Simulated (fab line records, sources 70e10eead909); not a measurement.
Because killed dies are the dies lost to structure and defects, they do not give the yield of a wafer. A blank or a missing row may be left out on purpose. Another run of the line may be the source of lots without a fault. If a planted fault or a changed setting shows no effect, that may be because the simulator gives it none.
A lot that was struck, set against a sound lot	flow nand-harc	29 out of 1159 route steps
Sound: wafers L752.3, L752.5, L752.6. Struck: wafers L764.1, L764.2, L764.3. The cause is named last.
Per side, at each step with rows, come the tool, then ch with its chambers, and then its first start. Under that, the readings that differ: sound wafers	struck wafers	difference of the means	sigmas: that difference in standard deviations of wafers without a fault.
alike: same words and numbers on both sides, and readings whose means sit less than 2 such deviations apart. not compared: any withheld reading, any reading some wafer has no value for, any bound like >300 that may hide the same value, and any number with overlapping values for which the record gives no deviation.
The two part at a step that has a row with sigmas, a row that says differs or no value, or rows on one side only. When numbers do not overlap yet have no deviation, they are printed without sigmas and do not part them. A reading missing from all wafers of one side parts the sides only when that side holds two or more wafers.

first, 2 steps without rows for these wafers: NHARC_A_ONON_D1_ANNEAL_15 (time 3600 s); NHARC_A_ONON_D1_DEP_16 (target thk 1000 nm).
NHARC_A_ONON_D1_THK_MEAS_18: measures by ellipsometry.
  sound: film-metro-01 at day 9 01:37; struck: film-metro-02 at day 12 06:54
  alike: thk-nm
then, no rows for these wafers at 1 step: NHARC_A_ONON_D1_DEP_19 (target thk 1000 nm).
NHARC_A_ONON_D1_THK_MEAS_21: measures by ellipsometry.
  sound: film-metro-02 at day 9 02:12; struck: film-metro-01 at day 12 07:28
  alike: thk-nm
then, no rows for these wafers at 1 step: NHARC_A_ONON_D1_DEP_22 (target thk 1000 nm).
NHARC_A_ONON_D1_THK_MEAS_24: measures by ellipsometry.
  sound: film-metro-01 at day 9 02:46; struck: film-metro-02 at day 12 08:02
reading	sound	struck	difference	sigmas
thk-nm (nm)	991 991 992	1011 1011 1009	+19	+2
then, no rows for these wafers at 1 step: NHARC_A_ONON_D1_DEP_25 (target thk 1000 nm).
NHARC_A_ONON_D1_THK_MEAS_27: measures by ellipsometry.
  sound: film-metro-01 at day 9 03:20; struck: film-metro-02 at day 12 08:36
  alike: thk-nm
then, no rows for these wafers at 1 step: NHARC_A_ONON_D1_DEP_28 (target thk 1000 nm).
NHARC_A_ONON_D1_THK_MEAS_30: measures by ellipsometry.
  sound: film-metro-01 at day 9 03:56; struck: film-metro-01 at day 12 09:10
  alike: thk-nm
NHARC_A_ONON_D1_DEP_33: deposits SiO2, target thk 200 nm.
  sound on pecvd-01 ch 1,2, day 9 04:07; struck on pecvd-03 ch 0,1,2, day 12 09:14
  alike: heater-power-w, mfc-precursor-sccm, throttle-valve-pct
NHARC_A_ONON_D1_THK_MEAS_34: measures by ellipsometry.
  sound: film-metro-02 at day 9 04:29; struck: film-metro-01 at day 12 09:38
  alike: thk-nm
NHARC_A_ONON_D1_INSPECT_32:
  sound: defect-inspect-01 at day 9 04:34; struck: defect-inspect-01 at day 12 09:54
reading	sound	struck	difference	sigmas
raw-defect-count	117 105 148	654 600 577	+487	+20
  not compared: hold
NHARC_A_CHANNEL_HOLE_D1_DEP_00: deposits aC, target thk 3100 nm.
  sound on acl-dep-02 ch 0, day 9 06:13; struck on acl-dep-03 ch 0, day 12 12:21
reading	sound	struck	difference	sigmas
hold	- - -	await-dispo/1.9h/release await-dispo/1.9h/release await-dispo/1.9h/release	no value on the sound wafers	
  alike: throttle-valve-pct
NHARC_A_CHANNEL_HOLE_D1_DEP_01: deposits SiON, target thk 140 nm.
  sound on pecvd-03 ch 0,1, day 9 07:32; struck on pecvd-03 ch 0,1,2, day 12 14:16
  alike: heater-power-w
then, 10 steps without rows for these wafers: NHARC_A_CHANNEL_HOLE_D1_DEHYDRATE_02 (time 120 s); NHARC_A_CHANNEL_HOLE_D1_HMDS_03 (time 30 s); NHARC_A_CHANNEL_HOLE_D1_COAT_36 (time 75 s); NHARC_A_CHANNEL_HOLE_D1_COAT_37 (time 65 s); NHARC_A_CHANNEL_HOLE_D1_COAT_04 (resist thk 90 nm); NHARC_A_CHANNEL_HOLE_D1_SOFTBAKE_05 (time 55 s); NHARC_A_CHANNEL_HOLE_D1_EBR_06; NHARC_A_CHANNEL_HOLE_D1_EXPOSE_07 (exposes mask HOLE D1, target cd 100 nm); NHARC_A_CHANNEL_HOLE_D1_PEB_08 (peb time 65 s); NHARC_A_CHANNEL_HOLE_D1_DEVELOP_09 (develop time 35 s).
NHARC_A_CHANNEL_HOLE_D1_CD_MEAS_10: target cd 100 nm.
  sound on cd-sem-03 ch 0, day 9 08:16; struck on cd-sem-02 ch 0, day 12 14:52
  alike: cd-nm
NHARC_A_CHANNEL_HOLE_D1_OVL_MEAS_11:
  sound: overlay-02 at day 9 08:20; struck: overlay-01 at day 12 14:58
  alike: overlay-x-nm, overlay-y-nm
NHARC_END_SORT_01:
  the record has rows for the sound wafers here (prober-02 ch 0, day 21 11:58) and none for the struck ones

WHERE THEY PART
First at NHARC_A_ONON_D1_THK_MEAS_24; last, within this record, at NHARC_END_SORT_01.

WHY: whatever the simulator had introduced
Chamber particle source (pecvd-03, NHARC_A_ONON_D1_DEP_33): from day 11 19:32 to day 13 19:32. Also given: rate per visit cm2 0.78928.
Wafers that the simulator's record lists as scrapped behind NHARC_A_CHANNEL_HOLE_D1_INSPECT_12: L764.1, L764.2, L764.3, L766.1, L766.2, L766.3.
